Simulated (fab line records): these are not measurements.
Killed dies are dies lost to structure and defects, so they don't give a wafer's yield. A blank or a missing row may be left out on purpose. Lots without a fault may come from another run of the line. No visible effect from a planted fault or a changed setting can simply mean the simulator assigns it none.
Matching of chambers	flow n5_finfet	4 sister chambers for N5_BEOL_M0_SAQP_DESCUM_19 on rie_diel-03
The step chemistry O2, time 7.9 s. 7 wafers are shown with their chamber, then 10 later ones without.

== WAFERS, EACH WITH ITS CHAMBER ==
wafer	chamber	oes_product_au (a.u.)	showerhead_plenum_p_Torr (Torr)
L079.2	0	0.69	2.06
L081.6	1	0.77	1.99
L082.1	0	0.69	2.05
L082.2	3	0.69	2.17
L082.3	1	0.77	1.99
L084.2	2	0.98	2.16
L084.3	3	0.70	2.16

== WAFERS WHOSE CHAMBER IS MISSING ==
wafer	oes_product_au (a.u.)	showerhead_plenum_p_Torr (Torr)
L084.4	0.70	2.16
L086.1	0.99	2.05
L086.2	0.96	2.15
L086.6	0.99	2.05
L092.2	0.74	1.99
L092.4	0.92	2.15
L092.6	0.68	2.16
L095.1	0.68	2.16
L095.2	0.75	1.98
L095.5	0.94	2.05

== EACH ONE'S CHAMBER ==
wafer	from the rows above	in truth
L084.4	3	3
L086.1	2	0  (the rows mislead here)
L086.2	2	2
L086.6	2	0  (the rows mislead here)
L092.2	1	1
L092.4	2	2
L092.6	3	3
L095.1	3	3
L095.2	1	1
L095.5	2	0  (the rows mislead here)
7 of 10 placed correctly. Not placeable from these rows: 0. 3 placed wrongly.
How it was worked out, from the rows above alone: a wafer's distance from a chamber is the root of the sum, over the readings, of the square of ((its reading less the chamber's mean) divided by the reading's scatter). The wafer belongs to the nearest chamber; if the next one is less than 2 further off, it can't be placed. Each chamber's mean is taken over the wafers shown for it. The scatter: the root of (the sum of the squares of (reading less its chamber's mean) over the shown wafers, divided by (wafers less chambers)).
